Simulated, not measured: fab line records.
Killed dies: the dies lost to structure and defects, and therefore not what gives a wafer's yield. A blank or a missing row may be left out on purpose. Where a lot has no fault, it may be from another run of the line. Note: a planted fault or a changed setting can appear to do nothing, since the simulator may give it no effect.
Chamber matching || flow n5-finfet || N5_BEOL_M14_DEP_53 on pecvd-01: 3 sister chambers
The step deposits SiCN from 3MS/NH3, target thk 50 nm, time 17.8 s. 6 wafers are shown with their chamber, then 9 later ones without.

WAFERS WITH THEIR CHAMBER
{"wafer": "L086.3", "chamber": 0, "throttle-valve-pct (%)": 17.9, "showerhead-plenum-p-Torr (Torr)": 4.162}
{"wafer": "L086.4", "chamber": 0, "throttle-valve-pct (%)": 17.6, "showerhead-plenum-p-Torr (Torr)": 4.159}
{"wafer": "L086.5", "chamber": 2, "throttle-valve-pct (%)": 18.0, "showerhead-plenum-p-Torr (Torr)": 4.170}
{"wafer": "L088.1", "chamber": 2, "throttle-valve-pct (%)": 17.8, "showerhead-plenum-p-Torr (Torr)": 4.168}
{"wafer": "L088.2", "chamber": 1, "throttle-valve-pct (%)": 17.3, "showerhead-plenum-p-Torr (Torr)": 4.180}
{"wafer": "L088.5", "chamber": 1, "throttle-valve-pct (%)": 17.4, "showerhead-plenum-p-Torr (Torr)": 4.193}

WAFERS MISSING THEIR CHAMBER
{"wafer": "L090.4", "throttle-valve-pct (%)": 17.8, "showerhead-plenum-p-Torr (Torr)": 4.166}
{"wafer": "L090.5", "throttle-valve-pct (%)": 18.0, "showerhead-plenum-p-Torr (Torr)": 4.165}
{"wafer": "L090.6", "throttle-valve-pct (%)": 17.5, "showerhead-plenum-p-Torr (Torr)": 4.176}
{"wafer": "L095.4", "throttle-valve-pct (%)": 17.7, "showerhead-plenum-p-Torr (Torr)": 4.175}
{"wafer": "L095.5", "throttle-valve-pct (%)": 17.7, "showerhead-plenum-p-Torr (Torr)": 4.158}
{"wafer": "L095.6", "throttle-valve-pct (%)": 17.4, "showerhead-plenum-p-Torr (Torr)": 4.184}
{"wafer": "L097.2", "throttle-valve-pct (%)": 17.4, "showerhead-plenum-p-Torr (Torr)": 4.164}
{"wafer": "L097.4", "throttle-valve-pct (%)": 17.6, "showerhead-plenum-p-Torr (Torr)": 4.170}
{"wafer": "L097.5", "throttle-valve-pct (%)": 17.8, "showerhead-plenum-p-Torr (Torr)": 4.162}

EACH ONE'S CHAMBER
{"wafer": "L090.4", "from the rows above": "can't be placed: 2 or 0", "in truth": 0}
{"wafer": "L090.5", "from the rows above": "can't be placed: 2 or 0", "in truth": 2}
{"wafer": "L090.6", "from the rows above": "can't be placed: 1 or 2 or 0", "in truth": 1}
{"wafer": "L095.4", "from the rows above": "can't be placed: 2 or 0 or 1", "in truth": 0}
{"wafer": "L095.5", "from the rows above": "can't be placed: 0 or 2", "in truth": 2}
{"wafer": "L095.6", "from the rows above": 1, "in truth": 1}
{"wafer": "L097.2", "from the rows above": "can't be placed: 0 or 2 or 1", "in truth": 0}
{"wafer": "L097.4", "from the rows above": "can't be placed: 2 or 0 or 1", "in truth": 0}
{"wafer": "L097.5", "from the rows above": "can't be placed: 0 or 2", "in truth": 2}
Correctly placed: 1 of 9. Can't be placed from these rows: 8 (the true chamber is among the candidates in 8). 0 placed wrongly.
How it was worked out, from the rows above alone: a wafer's distance from a chamber is the root of the sum, over the readings, of the square of ((its reading less the chamber's mean) divided by the reading's scatter). If the next closest chamber is less than 2 further off than the closest, the wafer can't be placed; otherwise it belongs to the closest. A chamber's mean is the mean of its shown wafers. The scatter: the root of (the sum of the squares of (reading less its chamber's mean) over the shown wafers, divided by (wafers less chambers)).
